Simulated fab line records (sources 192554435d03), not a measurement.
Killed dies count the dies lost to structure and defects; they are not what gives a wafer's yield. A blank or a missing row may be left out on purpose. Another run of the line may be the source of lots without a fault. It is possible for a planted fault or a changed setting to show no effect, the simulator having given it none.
Split-lot study | flow n5 finfet | on a route of 1938 steps: 7 lots, 39 wafers read

THE SPLIT ITSELF
At N5_FIN_CUT_ETCH_21 (etches SOC in N2/H2, target depth 219 nm, overetch 43.8 nm, time 523.5 s), the setting bias w was moved away from the recipe's 61 W on 15 of the 39 wafers read, by -18.9% to +10.8%. All remaining wafers had this setting at the recipe value.

Reading taken at the split's own step.

THE READING
rf vpp V, in V, at N5_FIN_CUT_ETCH_21 (etches SOC in N2/H2, target depth 219 nm, overetch 43.8 nm, time 523.5 s). Fault-free wafers of this fab line usually give 240.1 V, standard deviation 1.7 V.

wafer  | tool, chamber at the split | bias w as run, W | against the recipe | rf vpp V, V | against lot-mates on the recipe
L079.1 | rie diel-01, 3             | 61               | recipe             | 242.0       | -
L079.2 | rie diel-01, 2             | 52               | -14.8%             | 218.8       | -21.9
L079.3 | rie diel-01, 1             | 52               | -14.8%             | 217.1       | -23.6
L079.4 | rie diel-01, 0             | 61               | recipe             | 240.2       | -
L079.5 | rie diel-01, 1             | 61               | recipe             | 239.9       | -
L079.6 | rie diel-01, 0             | 52               | -14.8%             | 216.9       | -23.8
L082.1 | rie diel-02, 0             | 49.5             | -18.9%             | 209.2       | -31.4
L082.2 | rie diel-02, 2             | 61               | recipe             | 238.3       | -
L082.3 | rie diel-02, 3             | 61               | recipe             | 241.3       | -
L082.4 | rie diel-02, 1             | 61               | recipe             | 242.3       | -
L082.5 | rie diel-02, 0             | 49.5             | -18.9%             | 209.4       | -31.2
L082.6 | rie diel-02, 3             | 49.5             | -18.9%             | 208.6       | -32.0
L083.1 | rie diel-02, 3             | 66.07            | +8.3%              | 252.3       | +12.2
L083.2 | rie diel-02, 2             | 61               | recipe             | 239.1       | -
L083.3 | rie diel-02, 0             | 61               | recipe             | 239.6       | -
L083.4 | rie diel-02, 1             | 61               | recipe             | 241.7       | -
L083.5 | rie diel-02, 3             | 66.07            | +8.3%              | 251.0       | +10.9
L083.6 | rie diel-02, 2             | 66.07            | +8.3%              | 251.0       | +10.9
L084.1 | rie diel-01, 2             | 57.35            | -6.0%              | 230.4       | -10.1
L084.2 | rie diel-01, 0             | 57.35            | -6.0%              | 231.5       | -9.0
L084.3 | rie diel-01, 3             | 61               | recipe             | 240.0       | -
L084.4 | rie diel-01, 1             | 61               | recipe             | 240.4       | -
L084.5 | rie diel-01, 2             | 57.35            | -6.0%              | 230.6       | -9.9
L084.6 | rie diel-01, 3             | 61               | recipe             | 241.2       | -
L085.1 | rie diel-02, 0             | 67.58            | +10.8%             | 256.4       | +17.2
L085.2 | rie diel-02, 1             | 61               | recipe             | 242.7       | -
L085.3 | rie diel-02, 2             | 61               | recipe             | 237.7       | -
L085.4 | rie diel-02, 1             | 67.58            | +10.8%             | 259.5       | +20.3
L085.5 | rie diel-02, 2             | 61               | recipe             | 237.3       | -
L085.6 | rie diel-02, 0             | 67.58            | +10.8%             | 254.9       | +15.7
L091.2 | rie diel-06, 0             | 61               | recipe             | 240.2       | -
L091.4 | rie diel-06, 1             | 61               | recipe             | 238.8       | -
L091.5 | rie diel-06, 3             | 61               | recipe             | 240.1       | -
L096.1 | rie diel-02, 1             | 61               | recipe             | 242.3       | -
L096.2 | rie diel-02, 2             | 61               | recipe             | 238.9       | -
L096.3 | rie diel-02, 0             | 61               | recipe             | 244.1       | -
L096.4 | rie diel-02, 3             | 61               | recipe             | 238.4       | -
L096.5 | rie diel-02, 0             | 61               | recipe             | 243.6       | -
L096.6 | rie diel-02, 3             | 61               | recipe             | 239.0       | -

THE FIT
A straight line over all 39 wafers: rf vpp V changes by +1.57 V for each +1% of bias w; r = +0.99; the points scatter about the line by 1.7 V.
The same after taking each lot's own level away (the mean of its wafers on the recipe; 39 wafers): +1.6 V for each +1%; r = +0.99; scatter 1.7 V.
Per that fit: largest bias w move, reading shift of 30 V.
The lots' own levels span 239.23 to 241.05 V, that is 1.1 times the standard deviation above.
Hence the lot-to-lot level has little effect on the slope; both slopes agree.
Check: -30.3 V against its lot-mates is what the line predicts for one of the wafers moved furthest among these (-18.9%) when that wafer is left out of the fit. It came out at -31.4 V against them.
Tool readings at the split's step, against how far the setting was moved: rf vpp V r = +0.99.

THE WHOLE CHAIN: every reading that the file lists as answering this split, in the file's order
step               | what it does                                                             | reading                                                                          | change (the file's fit)                | r (the file's)
N5_FIN_CUT_ETCH_21 | etches SOC in N2/H2, target depth 219 nm, overetch 43.8 nm, time 523.5 s | rf vpp V                                                                         | +1.61 V for each +1% of the setting    | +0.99
N5_FIN_CUT_ETCH_21 | etches SOC in N2/H2, target depth 219 nm, overetch 43.8 nm, time 523.5 s | SiARC_of_FIN_CUT_COAT_19.thk nm (the simulator's own value, which no gauge read) | -0.0506 nm for each +1% of the setting | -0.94

FILE'S OWN FIT
rf vpp V changes by +1.61 V for each +1% of bias w, r = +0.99.
